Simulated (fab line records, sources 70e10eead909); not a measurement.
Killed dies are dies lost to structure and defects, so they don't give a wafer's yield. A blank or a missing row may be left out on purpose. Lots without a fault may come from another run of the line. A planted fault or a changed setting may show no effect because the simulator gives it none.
A struck lot beside a sound one | flow nand_harc | 15 steps out of a route of 1302
Sound: wafers L420.2, L420.3, L420.6. Struck: wafers L428.1, L428.2, L428.6. The cause comes at the end.
At each step with rows: each side's tool, then ch and its chambers, then its first start. Under that, the readings that differ: sound wafers | struck wafers | difference of the means | sigmas: that difference in standard deviations of wafers without a fault.
alike: readings whose means differ by less than 2 such deviations, and words and numbers that are the same on both sides. not compared: withheld readings, readings that some wafer has no value for, bounds like >300 that may hide the same value, and numbers for which the record gives no deviation and whose values overlap.
The two part at a step that has a row with sigmas, a row that says differs or no value, or rows on one side only. Numbers that don't overlap but have no deviation are shown without sigmas and don't part them. A reading that every wafer of one side lacks parts them only if that side has two wafers or more.

NHARC_P_CONTACT_ETCH_35: etches the open film in CF4, target depth 39 nm, time 65 s.
  sound on rie_diel-12 ch 1,3, day 7 01:02; struck on rie_diel-12 ch 0,1,2, day 10 13:59
  alike: drypump_motor_current_A, mfc_ar_sccm, oes_product_au, rf_fwd_power_W, rf_vpp_V, showerhead_plenum_p_Torr, throttle_valve_pct
  not compared: rf_hours_counter_h
NHARC_P_CONTACT_ETCH_36: etches the open film in N2/H2, target depth 260 nm, time 406.25 s.
  sound on rie_diel-12 ch 0,1; struck on rie_diel-12 ch 1,3
  alike: drypump_motor_current_A, mfc_ar_sccm, oes_product_au, rf_fwd_power_W, rf_vpp_V, showerhead_plenum_p_Torr, throttle_valve_pct
  not compared: rf_hours_counter_h
NHARC_P_CONTACT_ETCH_18: etches the open film in C4F8/O2/Ar, target depth 481 nm, time 240.5 s.
  sound on rie_diel-12 ch 0,2,3; struck on rie_diel-12 ch 0,1,3
  alike: oes_product_au, rf_fwd_power_W, rf_vpp_V
  not compared: rf_hours_counter_h
then, 2 steps without rows for these wafers: NHARC_P_CONTACT_STRIP_37 (strips in C4F8/O2/Ar); NHARC_P_CONTACT_ETCH_31 (etches the open film in CH3F/O2, target depth 30 nm, time 85.7 s).
NHARC_P_CONTACT_CD_MEAS_19:
  sound on cd_sem-02, day 7 01:49; struck on cd_sem-01, day 10 14:45
  alike: cd_nm
NHARC_P_CONTACT_STRIP_28: strips in O2.
  sound on rie_diel-01 ch 0,1, day 7 01:53; struck on rie_diel-12 ch 0,2,3, day 10 14:52
  alike: drypump_motor_current_A, mfc_ar_sccm, o2_flow_sccm, oes_product_au, rf_vpp_V, showerhead_plenum_p_Torr, throttle_valve_pct
  not compared: rf_hours_counter_h
then, 3 steps without rows for these wafers: NHARC_P_CONTACT_STRIP_29 (strips in post etch residue remover, time 1200 s); NHARC_P_CONTACT_DEGAS_38 (time 60 s); NHARC_P_CONTACT_PRE_CLEAN_39 (time 19.5 s).
NHARC_P_CONTACT_PVD_32: deposits Ti, target thk 5 nm, time 17.7 s.
  sound on pvd_sputter-02; struck on pvd_sputter-03
  alike: throttle_valve_pct
then, 1 step without rows for these wafers: NHARC_P_CONTACT_ALD_22 (deposits TiN, target thk 3 nm, pulse time 1 s, ald cycles 150).
NHARC_P_CONTACT_CVD_23: deposits W, target thk 200 nm, time 557 s.
  sound on cvd_w-02 ch 0,1, day 7 03:04; struck on cvd_w-02 ch 0,1, day 10 16:41
  alike: heater_power_outer_w, heater_power_w, mfc_ar_sccm, throttle_valve_pct
NHARC_P_CONTACT_CMP_24: polishes, t overpolish 30 s, target thk 200 nm.
  sound on cmp-02 ch 0,2,3, day 7 03:37; struck on cmp-04 ch 0,2,3, day 10 17:29
  reading                | sound    | struck   | difference | sigmas
  time_to_endpoint_s (s) | 41 36 35 | 80 86 77 | +44        | +11
  alike: motor_current_A, overpolish_run_s
then, 1 step without rows for these wafers: NHARC_END_SORT_01.

WHERE THEY PART
Only at NHARC_P_CONTACT_CMP_24, within this record.

WHY: what the simulator had put in
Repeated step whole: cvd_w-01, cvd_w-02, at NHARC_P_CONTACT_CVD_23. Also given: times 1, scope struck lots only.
